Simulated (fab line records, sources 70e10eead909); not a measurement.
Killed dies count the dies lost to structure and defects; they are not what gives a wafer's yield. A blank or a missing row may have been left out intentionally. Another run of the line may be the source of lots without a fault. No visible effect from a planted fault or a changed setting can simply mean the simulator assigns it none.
The tool behind it: which one?    flow nandHarc    22 lots with 66 wafers sampled at 6 steps, on a route of 1302 steps

## WHAT THE GAUGES SHOWED, per wafer
The record holds no reading of a measuring or inspecting step that can be judged against a usual standard deviation.

## WHAT TOOL EACH LOT RAN ON (gives the tool, then ch and the chambers of the sampled wafers, and finally the start)
lot   NHARC_A_STAIRCASE_ETCH_169         NHARC_A_STAIRCASE_ETCH_15                     NHARC_A_STAIRCASE_ETCH_21                     NHARC_A_STAIRCASE_TRIM_22                     NHARC_A_STAIRCASE_TRIM_196         NHARC_A_STAIRCASE_ETCH_203
L074  rieDiel-12 ch 1,2, day 15 03:13    rieDiel-12 ch 2,3, day 15 11:18 or earlier    rieDiel-09 ch 1,2, day 15 11:18 or earlier    rieDiel-09 ch 0,3, day 15 11:18 or earlier    rieDiel-09 ch 1,2,3, day 15 11:18  rieDiel-09 ch 1,3, no start
L075  rieDiel-12 ch 0,1,3, day 15 18:19  rieDiel-12 ch 0,2,3, day 16 01:27 or earlier  rieDiel-12 ch 1,2,3, day 16 01:27 or earlier  rieDiel-12 ch 0,1,3, day 16 01:27 or earlier  rieDiel-12 ch 0,1,3, day 16 01:27  rieDiel-12 ch 0,1,2, no start
L077  rieDiel-09 ch 0,2,3, day 16 14:21  rieDiel-13 ch 1,2,3, day 16 21:07 or earlier  rieDiel-13 ch 0,1,3, day 16 21:07 or earlier  rieDiel-13 ch 1,2,3, day 16 21:07 or earlier  rieDiel-09 ch 2,3, day 16 21:07    rieDiel-09 ch 1,2,3, no start
L078  rieDiel-13 ch 0,1,3, day 16 14:40  rieDiel-09 ch 0,2,3, day 16 21:41 or earlier  rieDiel-09 ch 0,1, day 16 21:41 or earlier    rieDiel-09 ch 0,1,3, day 16 21:41 or earlier  rieDiel-13 ch 1,2,3, day 16 21:41  rieDiel-13 ch 0,1,3, no start
L076  rieDiel-12 ch 1,2,3, day 17 09:45  rieDiel-09 ch 0,2,3, day 17 16:17 or earlier  rieDiel-09 ch 0,2,3, day 17 16:17 or earlier  rieDiel-09 ch 0,2,3, day 17 16:17 or earlier  rieDiel-12 ch 0,1,3, day 17 16:17  rieDiel-12 ch 0,2,3, no start
L079  rieDiel-12 ch 1,3, day 17 17:08    rieDiel-09 ch 0,1,2, day 18 02:27 or earlier  rieDiel-13 ch 1,2,3, day 18 02:27 or earlier  rieDiel-13 ch 2,3, day 18 02:27 or earlier    rieDiel-13 ch 1,2,3, day 18 02:27  rieDiel-13 ch 1,2,3, no start
L080  rieDiel-09 ch 0,1,3, day 17 20:16  rieDiel-13 ch 0,1, day 18 03:44 or earlier    rieDiel-13 ch 0,3, day 18 03:44 or earlier    rieDiel-13 ch 1,2,3, day 18 03:44 or earlier  rieDiel-13 ch 1,2,3, day 18 03:44  rieDiel-13 ch 1,2,3, no start
L082  rieDiel-12 ch 0,2,3, day 18 19:57  rieDiel-12 ch 0,1,2, day 19 03:13 or earlier  rieDiel-12 ch 0,3, day 19 03:13 or earlier    rieDiel-12 ch 0,1, day 19 03:13 or earlier    rieDiel-12 ch 1,2,3, day 19 03:13  rieDiel-12 ch 0,1,2, no start
L083  rieDiel-12 ch 0,1,3, day 19 08:26  rieDiel-09 ch 0,1,3, day 19 14:53 or earlier  rieDiel-13 ch 0,3, day 19 14:53 or earlier    rieDiel-13 ch 1,3, day 19 14:53 or earlier    rieDiel-09 ch 0,2, day 19 14:53    rieDiel-09 ch 1,2,3, no start
L084  rieDiel-12 ch 1,2,3, day 20 00:05  rieDiel-12 ch 1,2,3, day 20 07:11 or earlier  rieDiel-12 ch 2,3, day 20 07:11 or earlier    rieDiel-12 ch 0,1,3, day 20 07:11 or earlier  rieDiel-09 ch 1,3, day 20 07:11    rieDiel-09 ch 0,2, no start
L085  rieDiel-12 ch 1,2,3, day 20 00:09  rieDiel-09 ch 2,3, day 20 06:58 or earlier    rieDiel-09 ch 0,1,3, day 20 06:58 or earlier  rieDiel-09 ch 0,1,3, day 20 06:58 or earlier  rieDiel-13 ch 0,1,2, day 20 06:58  rieDiel-13 ch 1,2, no start
L086  rieDiel-12 ch 1,2,3, day 20 17:14  rieDiel-12 ch 0,1,2, day 21 00:23 or earlier  rieDiel-12 ch 1,2, day 21 00:23 or earlier    rieDiel-12 ch 0,1,2, day 21 00:23 or earlier  rieDiel-09 ch 0,2,3, day 21 00:23  rieDiel-09 ch 0,1, no start
L087  rieDiel-09 ch 0,1,3, day 21 07:44  rieDiel-09 ch 0,1,2, day 21 14:08 or earlier  rieDiel-12 ch 0,2,3, day 21 14:08 or earlier  rieDiel-12 ch 0,1,2, day 21 14:08 or earlier  rieDiel-12 ch 0,1,2, day 21 14:08  rieDiel-12 ch 0,1,3, no start
L089  rieDiel-12 ch 1,2,3, day 22 01:57  rieDiel-09 ch 0,1,2, day 22 08:28 or earlier  rieDiel-09 ch 0,1,3, day 22 08:28 or earlier  rieDiel-09 ch 1,2,3, day 22 08:28 or earlier  rieDiel-09 ch 1,2,3, day 22 08:28  rieDiel-09 ch 1,2,3, no start
L088  rieDiel-12 ch 0,1,2, day 22 02:01  rieDiel-09 ch 0,3, day 22 09:04 or earlier    rieDiel-12 ch 2,3, day 22 09:04 or earlier    rieDiel-12 ch 0,2,3, day 22 09:04 or earlier  rieDiel-13 ch 0,1, day 22 09:04    rieDiel-13 ch 0,2, no start
L090  rieDiel-09 ch 0,3, day 22 22:16    rieDiel-09 ch 0,1,2, day 23 04:52 or earlier  rieDiel-12 ch 0,3, day 23 04:52 or earlier    rieDiel-12 ch 2,3, day 23 04:52 or earlier    rieDiel-09 ch 0,1,2, day 23 04:52  rieDiel-09 ch 0,1,2, no start
L092  rieDiel-12 ch 0,1,2, day 23 07:58  rieDiel-12 ch 0,1,3, day 23 17:17 or earlier  rieDiel-12 ch 0,1, day 23 17:17 or earlier    rieDiel-12 ch 0,2, day 23 17:17 or earlier    rieDiel-13 ch 1,2, day 23 17:17    rieDiel-13 ch 0,3, no start
L095  rieDiel-09 ch 0,2,3, day 24 03:31  rieDiel-12 ch 0,2, day 24 09:55 or earlier    rieDiel-12 ch 1,2,3, day 24 09:55 or earlier  rieDiel-12 ch 0,3, day 24 09:55 or earlier    rieDiel-12 ch 1,2, day 24 09:55    rieDiel-12 ch 0,1,3, no start
L094  rieDiel-12 ch 1,2, day 24 09:23    rieDiel-12 ch 0,3, day 24 16:08 or earlier    rieDiel-09 ch 1,2, day 24 16:08 or earlier    rieDiel-09 ch 0,1,2, day 24 16:08 or earlier  rieDiel-09 ch 0,1,3, day 24 16:08  rieDiel-09 ch 0,3, no start
L093  rieDiel-12 ch 0,1, day 24 14:46    rieDiel-13 ch 0,1, day 24 21:22 or earlier    rieDiel-12 ch 1,2,3, day 24 21:22 or earlier  rieDiel-12 ch 0,1,2, day 24 21:22 or earlier  rieDiel-13 ch 0,2,3, day 24 21:22  rieDiel-13 ch 0,1,3, no start
L096  rieDiel-12 ch 1,2,3, day 24 14:56  rieDiel-13 ch 0,3, day 24 21:41 or earlier    rieDiel-13 ch 1,2,3, day 24 21:41 or earlier  rieDiel-13 ch 0,1, day 24 21:41 or earlier    rieDiel-09 ch 2,3, day 24 21:41    rieDiel-09 ch 1,2, no start
L097  rieDiel-12 ch 0,1,2, day 25 01:28  rieDiel-09 ch 1,2,3, day 25 09:13 or earlier  rieDiel-09 ch 2,3, day 25 09:13 or earlier    rieDiel-09 ch 1,2,3, day 25 09:13 or earlier  rieDiel-09 ch 1,2,3, day 25 09:13  rieDiel-09 ch 1,2,3, no start
- NHARC_A_STAIRCASE_ETCH_169: etches the open film in CH3F/O2, target depth 50 nm, time 107.1 s.
- NHARC_A_STAIRCASE_ETCH_15: etches the open film in C4F8/O2, target depth 100 nm, time 40.5 s.
- NHARC_A_STAIRCASE_ETCH_21: etches the open film in C4F8/O2, target depth 100 nm, time 40.5 s.
- NHARC_A_STAIRCASE_TRIM_22: chemistry O2, time 211.2 s.
- NHARC_A_STAIRCASE_TRIM_196: chemistry O2, time 211.2 s.
- NHARC_A_STAIRCASE_ETCH_203: etches the open film in C4F8/O2, target depth 100 nm, time 40.5 s.

## WHAT THE TOOLS THEMSELVES READ (means of the sampled wafers that have a number; where no wafer has one, the mark that the record gives instead)
NHARC_A_STAIRCASE_ETCH_169. Usual: biasW 100.00 W, standard deviation 0.29; drypumpMotorCurrentA 5.7 A, standard deviation 0.7; oesProductAu 0.955 a.u., standard deviation 0.018; rfVppV 244.4 V, standard deviation 1.9; showerheadPlenumPTorr 2.46 Torr, standard deviation 0.12; throttleValvePct 20.662 %, standard deviation 0.0091.
lot   tool        biasW (W)  drypumpMotorCurrentA (A)  oesProductAu (a.u.)  rfVppV (V)  showerheadPlenumPTorr (Torr)  throttleValvePct (%)  flag
L074  rieDiel-12  99.90      5.3                       0.957                243.5       2.41                          20.651                
L075  rieDiel-12  100.03     5.4                       0.939                244.0       2.44                          20.667                
L077  rieDiel-09  99.90      5.8                       0.970                246.4       2.50                          20.659                
L078  rieDiel-13  100.04     5.5                       0.970                243.8       2.45                          20.652                
L076  rieDiel-12  100.19     5.8                       0.966                244.0       2.46                          20.659                
L079  rieDiel-12  100.16     5.3                       0.930                244.3       2.49                          20.661                
L080  rieDiel-09  100.16     5.7                       0.953                244.0       2.42                          20.663                
L082  rieDiel-12  99.63      5.9                       0.962                243.8       2.41                          20.662                
L083  rieDiel-12  99.88      5.4                       0.975                243.9       2.43                          20.674                
L084  rieDiel-12  100.28     5.8                       0.935                244.4       2.45                          20.665                
L085  rieDiel-12  100.23     5.8                       0.926                245.1       2.45                          20.676                
L086  rieDiel-12  99.79      5.8                       0.940                244.1       2.45                          20.670                
L087  rieDiel-09  100.15     5.7                       0.974                244.4       2.41                          20.670                
L089  rieDiel-12  99.88      5.8                       0.950                243.6       2.45                          20.662                
L088  rieDiel-12  100.04     5.4                       0.947                245.0       2.47                          20.660                
L090  rieDiel-09  100.17     6.1                       0.961                244.4       2.50                          20.666                
L092  rieDiel-12  99.55      5.4                       0.972                244.1       2.46                          20.661                
L095  rieDiel-09  100.06     5.8                       0.928                245.4       2.48                          20.671                
L094  rieDiel-12  100.14     5.9                       0.946                243.2       2.36                          20.653                
L093  rieDiel-12  100.12     4.9                       0.957                245.2       2.57                          20.662                
L096  rieDiel-12  100.10     5.8                       0.946                244.7       2.44                          20.668                
L097  rieDiel-12  100.30     5.4                       0.976                244.0       2.46                          20.663                

NHARC_A_STAIRCASE_ETCH_15. Usual: biasW 1000 W, standard deviation 3.1; oesProductAu 0.944 a.u., standard deviation 0.0099; rfVppV 896 V, standard deviation 5.9.
lot   tool        biasW (W)  oesProductAu (a.u.)  rfVppV (V)  flag
L074  rieDiel-12  1000       0.934                895         
L075  rieDiel-12  997        0.957                893         
L077  rieDiel-13  1000       0.942                897         
L078  rieDiel-09  999        0.937                897         
L076  rieDiel-09  1000       0.945                898         
L079  rieDiel-09  1002       0.951                893         
L080  rieDiel-13  998        0.937                891         
L082  rieDiel-12  1003       0.942                891         
L083  rieDiel-09  1001       0.949                893         
L084  rieDiel-12  997        0.949                896         
L085  rieDiel-09  999        0.939                899         
L086  rieDiel-12  999        0.947                897         
L087  rieDiel-09  1002       0.946                893         
L089  rieDiel-09  999        0.944                900         
L088  rieDiel-09  998        0.928                896         
L090  rieDiel-09  1000       0.944                899         
L092  rieDiel-12  999        0.936                901         
L095  rieDiel-12  1002       0.948                900         
L094  rieDiel-12  999        0.951                903         
L093  rieDiel-13  1005       0.948                890         
L096  rieDiel-13  1004       0.936                893         
L097  rieDiel-09  1002       0.931                901         

NHARC_A_STAIRCASE_ETCH_21. Usual: biasW 1000 W, standard deviation 3.1; oesProductAu 0.949 a.u., standard deviation 0.014; rfVppV 896 V, standard deviation 5.9.
lot   tool        biasW (W)  oesProductAu (a.u.)  rfVppV (V)  flag
L074  rieDiel-09  1003       0.977                891         
L075  rieDiel-12  1001       0.943                897         
L077  rieDiel-13  998        0.951                895         
L078  rieDiel-09  996        0.944                892         
L076  rieDiel-09  1001       0.938                897         
L079  rieDiel-13  1002       0.954                895         
L080  rieDiel-13  1001       0.934                898         
L082  rieDiel-12  995        0.952                897         
L083  rieDiel-13  999        0.964                896         
L084  rieDiel-12  1000       0.940                894         
L085  rieDiel-09  1002       0.952                895         
L086  rieDiel-12  999        0.940                893         
L087  rieDiel-12  1000       0.974                900         
L089  rieDiel-09  1001       0.938                900         
L088  rieDiel-12  1001       0.961                898         
L090  rieDiel-12  996        0.944                903         
L092  rieDiel-12  998        0.932                901         
L095  rieDiel-12  1001       0.943                896         
L094  rieDiel-09  1000       0.973                899         
L093  rieDiel-12  1001       0.959                894         
L096  rieDiel-13  1000       0.956                895         
L097  rieDiel-09  996        0.938                897         

NHARC_A_STAIRCASE_TRIM_22. Usual: drypumpMotorCurrentA 5.6 A, standard deviation 0.62; oesProductAu 1.001 a.u., standard deviation 0.0071; rfVppV 57.9 V, standard deviation 0.95; showerheadPlenumPTorr 3.54 Torr, standard deviation 0.16; throttleValvePct 17.036 %, standard deviation 0.0094.
lot   tool        drypumpMotorCurrentA (A)  oesProductAu (a.u.)  rfVppV (V)  showerheadPlenumPTorr (Torr)  throttleValvePct (%)  flag
L074  rieDiel-09  5.6                       0.995                57.6        3.57                          17.033                
L075  rieDiel-12  5.4                       0.996                58.4        3.50                          17.026                
L077  rieDiel-13  5.3                       1.011                58.2        3.51                          17.044                
L078  rieDiel-09  5.7                       0.999                58.1        3.49                          17.032                
L076  rieDiel-09  5.8                       0.991                58.1        3.58                          17.038                
L079  rieDiel-13  5.2                       1.011                59.2        3.56                          17.027                
L080  rieDiel-13  5.3                       1.004                58.5        3.51                          17.036                
L082  rieDiel-12  4.9                       1.006                57.5        3.34                          17.041                
L083  rieDiel-13  5.1                       1.003                57.7        3.54                          17.038                
L084  rieDiel-12  5.4                       0.999                59.2        3.67                          17.034                
L085  rieDiel-09  5.7                       0.997                57.3        3.47                          17.043                
L086  rieDiel-12  5.4                       1.007                57.5        3.55                          17.033                
L087  rieDiel-12  5.4                       0.997                58.1        3.54                          17.034                
L089  rieDiel-09  5.9                       1.001                58.7        3.67                          17.044                
L088  rieDiel-12  5.9                       1.003                58.7        3.62                          17.030                
L090  rieDiel-12  6.3                       0.993                57.1        3.59                          17.028                
L092  rieDiel-12  6.0                       1.006                57.2        3.50                          17.028                
L095  rieDiel-12  5.4                       1.000                58.3        3.76                          17.036                
L094  rieDiel-09  5.5                       1.005                58.2        3.61                          17.033                
L093  rieDiel-12  5.4                       1.007                57.9        3.53                          17.041                
L096  rieDiel-13  5.6                       1.003                58.0        3.42                          17.045                
L097  rieDiel-09  5.9                       0.998                57.6        3.66                          17.035                

NHARC_A_STAIRCASE_TRIM_196. Usual: drypumpMotorCurrentA 5.7 A, standard deviation 0.57; oesProductAu 1.002 a.u., standard deviation 0.0073; rfVppV 57.8 V, standard deviation 1; showerheadPlenumPTorr 3.53 Torr, standard deviation 0.15; throttleValvePct 17.036 %, standard deviation 0.0096.
lot   tool        drypumpMotorCurrentA (A)  oesProductAu (a.u.)  rfVppV (V)  showerheadPlenumPTorr (Torr)  throttleValvePct (%)  flag
L074  rieDiel-09  5.9                       0.999                57.8        3.51                          17.024                
L075  rieDiel-12  5.4                       1.001                57.4        3.50                          17.051                
L077  rieDiel-09  6.2                       1.002                58.9        3.64                          17.039                
L078  rieDiel-13  5.3                       1.006                57.5        3.51                          17.044                
L076  rieDiel-12  5.4                       1.000                58.4        3.49                          17.024                
L079  rieDiel-13  5.3                       1.004                57.9        3.50                          17.036                
L080  rieDiel-13  5.3                       1.008                57.1        3.50                          17.031                
L082  rieDiel-12  5.9                       0.999                57.8        3.52                          17.040                
L083  rieDiel-09  5.4                       0.999                58.1        3.53                          17.021                
L084  rieDiel-09  6.2                       1.002                56.9        3.52                          17.036                
L085  rieDiel-13  5.8                       1.006                57.5        3.40                          17.037                
L086  rieDiel-09  5.8                       0.999                57.9        3.57                          17.037                
L087  rieDiel-12  5.4                       1.008                57.9        3.54                          17.037                
L089  rieDiel-09  5.9                       1.004                58.5        3.67                          17.030                
L088  rieDiel-13  6.0                       0.998                56.8        3.38                          17.039                
L090  rieDiel-09  5.5                       0.995                58.2        3.61                          17.036                
L092  rieDiel-13  5.4                       1.006                57.9        3.43                          17.037                
L095  rieDiel-12  5.9                       1.001                57.7        3.39                          17.037                
L094  rieDiel-09  5.7                       0.995                58.6        3.64                          17.033                
L093  rieDiel-13  5.8                       1.005                57.6        3.43                          17.041                
L096  rieDiel-09  6.2                       1.001                57.3        3.60                          17.042                
L097  rieDiel-09  5.9                       1.011                58.9        3.66                          17.039                

NHARC_A_STAIRCASE_ETCH_203. Usual: biasW 999.8 W, standard deviation 2.8; oesProductAu 0.944 a.u., standard deviation 0.0097; rfVppV 896 V, standard deviation 5.5.
lot   tool        biasW (W)  oesProductAu (a.u.)  rfVppV (V)  flag
L074  rieDiel-09  998.2      0.941                896         
L075  rieDiel-12  998.9      0.957                891         
L077  rieDiel-09  998.3      0.951                895         
L078  rieDiel-13  999.6      0.956                895         
L076  rieDiel-12  1002.8     0.937                894         
L079  rieDiel-13  998.0      0.941                895         
L080  rieDiel-13  1001.8     0.948                896         
L082  rieDiel-12  1002.1     0.945                890         
L083  rieDiel-09  1000.0     0.943                894         
L084  rieDiel-09  1000.5     0.948                898         
L085  rieDiel-13  999.5      0.943                893         
L086  rieDiel-09  997.6      0.953                889         
L087  rieDiel-12  1000.6     0.950                901         
L089  rieDiel-09  1001.0     0.941                901         
L088  rieDiel-13  999.5      0.952                890         
L090  rieDiel-09  1001.5     0.938                899         
L092  rieDiel-13  1002.9     0.934                893         
L095  rieDiel-12  998.7      0.940                899         
L094  rieDiel-09  998.0      0.937                895         
L093  rieDiel-13  1000.5     0.937                895         
L096  rieDiel-09  999.4      0.940                902         
L097  rieDiel-09  1000.7     0.947                900         

## THE ANSWER, worked out from the rows above alone
Rule: take the mean of a lot's wafers that have a number; if it is more than 3 standard deviations from the usual mean, the lot is off. A lot without any number at a reading at which 4 lots or more have one is off too. Where the step has rows for the other lots, those lots are counted as sound. Order of review: gauges by route order, followed by the tools' own readings, for which a lot's mean as printed above is used. The first step at which some lot is off is used, and at that step the reading that is off furthest; a lot without a number counts as furthest.
Nothing can be told from this: no lot is off at any reading shown.

## WHAT THE SIMULATOR HAD INSERTED
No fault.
